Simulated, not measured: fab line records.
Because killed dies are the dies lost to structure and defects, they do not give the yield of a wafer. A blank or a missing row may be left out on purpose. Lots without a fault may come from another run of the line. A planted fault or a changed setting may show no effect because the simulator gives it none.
Matching of chambers -- flow n5_finfet -- N5_BEOL_M14_STRIP_37 on rie_diel-06: 4 sister chambers
The step strips in O2. 4 wafers are shown with their chamber, then 8 later ones without.

## WAFERS, EACH WITH ITS CHAMBER
wafer,chamber,drypump_motor_current_A (A)
L085.5,3,6.8
L087.5,1,5.3
L087.6,0,5.5
L088.1,2,5.4

## WAFERS MISSING THEIR CHAMBER
wafer,drypump_motor_current_A (A)
L088.3,6.9
L088.4,5.5
L092.1,5.5
L092.2,5.4
L092.3,5.3
L097.3,5.4
L097.4,5.3
L097.5,5.5

## EACH ONE'S CHAMBER
wafer,from the rows above,in truth
L088.3,3,3
L088.4,0,0
L092.1,0,0
L092.2,2,2
L092.3,1,1
L097.3,2,2
L097.4,1,1
L097.5,0,0
Correct placement for 8 of the 8. Can't be placed from these rows: 0. Placed wrongly: 0.
How it was worked out, from the rows above alone: a wafer's distance from a chamber is the root of the sum, over the readings, of the square of ((its reading less the chamber's mean) divided by the reading's scatter). If the next closest chamber is less than 2 further off than the closest, the wafer can't be placed; otherwise it belongs to the closest. Each chamber's mean is taken over the wafers shown for it. The scatter: root of mean squared gap, hidden wafer to nearest shown wafer, with one shown wafer a chamber.
